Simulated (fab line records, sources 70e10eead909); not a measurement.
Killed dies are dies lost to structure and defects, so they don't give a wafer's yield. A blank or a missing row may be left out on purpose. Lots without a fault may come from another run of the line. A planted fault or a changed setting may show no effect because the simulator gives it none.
Chamber matching | flow nand_harc | NHARC_A_CHANNEL_FILL_D1_ETCHBACK_20 on rie_diel-01: 4 sister chambers
The step etches the open film in C4F8/O2/Ar, target depth 27 nm, time 13.5 s. 4 wafers are shown with their chamber, then 7 later ones without.

WAFERS WITH THEIR CHAMBER
wafer  | chamber | rf_vpp_V (V)
L081.4 | 1       | 982
L084.4 | 0       | 977
L090.1 | 3       | 970
L090.2 | 2       | 982

WAFERS WITHOUT THEIR CHAMBER
wafer  | rf_vpp_V (V)
L090.3 | 976
L096.1 | 981
L096.3 | 971
L096.4 | 977
L097.2 | 982
L097.3 | 971
L097.6 | 970

WHICH CHAMBER EACH WENT THROUGH
wafer  | from the rows above     | in truth
L090.3 | 0                       | 0
L096.1 | can't be placed: 1 or 2 | 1
L096.3 | 3                       | 3
L096.4 | 0                       | 0
L097.2 | can't be placed: 1 or 2 | 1
L097.3 | 3                       | 3
L097.6 | 3                       | 3
Placed correctly: 5 of 7. Can't be placed from these rows: 2 (the true chamber is among the candidates in 2). Placed wrongly: 0.
How it was worked out, from the rows above alone: a wafer's distance from a chamber is the root of the sum, over the readings, of the square of ((its reading less the chamber's mean) divided by the reading's scatter). The wafer belongs to the nearest chamber; if the next one is less than 2 further off, it can't be placed. A chamber's mean is the mean of its shown wafers. The scatter: with one shown wafer a chamber, the root of the mean of the squares of how far each hidden wafer lies from its nearest shown one.
